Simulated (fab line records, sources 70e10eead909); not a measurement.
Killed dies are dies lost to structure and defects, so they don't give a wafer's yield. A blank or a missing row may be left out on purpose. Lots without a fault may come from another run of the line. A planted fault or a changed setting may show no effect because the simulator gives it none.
Which tool did it? | flow nand_harc | 11 lots, 33 wafers sampled, at 2 steps of a route of 1302

WHAT THE GAUGES READ, wafer by wafer
NHARC_A_CHANNEL_HOLE_D1_INSPECT_12.
lot  | measured     | on                | raw_defect_count
L491 | day 9 04:23  | defect_inspect-02 | 17 10 8
L497 | day 11 18:14 | defect_inspect-01 | 363 384 391
L499 | day 12 09:10 | defect_inspect-01 | 350 347 354
L505 | day 14 23:40 | defect_inspect-02 | 2 6 4
L506 | day 15 09:05 | defect_inspect-02 | 9 10 1
L507 | day 15 18:23 | defect_inspect-01 | 3 4 6
L509 | day 15 22:48 | defect_inspect-02 | 5 7 4
L510 | day 16 18:47 | defect_inspect-02 | 9 4 7
L511 | day 17 06:38 | defect_inspect-01 | 6 4 9
L512 | day 17 11:36 | defect_inspect-01 | 5 9 2
L513 | day 18 04:55 | defect_inspect-02 | 3 3 10

WHICH TOOL RAN EACH LOT (tool, then ch and the chambers of the sampled wafers, then the start)
lot  | NHARC_A_CHANNEL_HOLE_D1_DEP_01
L491 | pecvd-02 ch 1,2, day 9 03:35
L497 | pecvd-01 ch 1,2, day 11 17:23
L499 | pecvd-01 ch 0,1, day 12 08:27
L505 | pecvd-04 ch 0,2, day 14 22:55
L506 | pecvd-02 ch 1,2, day 15 08:15
L507 | pecvd-04 ch 0,1, day 15 17:36
L509 | pecvd-02 ch 1,2, day 15 21:58
L510 | pecvd-01 ch 1,2, day 16 18:04
L511 | pecvd-04 ch 0,1,2, day 17 05:49
L512 | pecvd-02 ch 0,1, day 17 10:46
L513 | pecvd-04 ch 1,2, day 18 04:13
- NHARC_A_CHANNEL_HOLE_D1_DEP_01: deposits SiON, target thk 140 nm.

THE ANSWER, worked out from the rows above alone
Rule: what is usual is taken from the lots themselves. Put in order of their means at a reading, lots are off if they are a third of the lots or fewer, leave a main group of 4 or more, and stand apart from it by a gap of 3 or more times the standard deviation of the main group's means; of several such gaps the widest counts. A main group whose means are all the same, to the digits that the tables above print for the reading, isn't used. A lot without any number at a reading at which 4 lots or more have one is off too. The other lots that the step has rows for count as sound.
Off: L497, L499, at NHARC_A_CHANNEL_HOLE_D1_INSPECT_12 (raw_defect_count). The main group: mean 6.2, standard deviation 2.1.
A tool fits if, at a process step before that reading, it ran every lot that is off, and no sound lot after the first of them. The gauges at NHARC_A_CHANNEL_HOLE_D1_INSPECT_12 are tried like those tools. None of those tried fits.

WHAT THE SIMULATOR HAD PUT IN
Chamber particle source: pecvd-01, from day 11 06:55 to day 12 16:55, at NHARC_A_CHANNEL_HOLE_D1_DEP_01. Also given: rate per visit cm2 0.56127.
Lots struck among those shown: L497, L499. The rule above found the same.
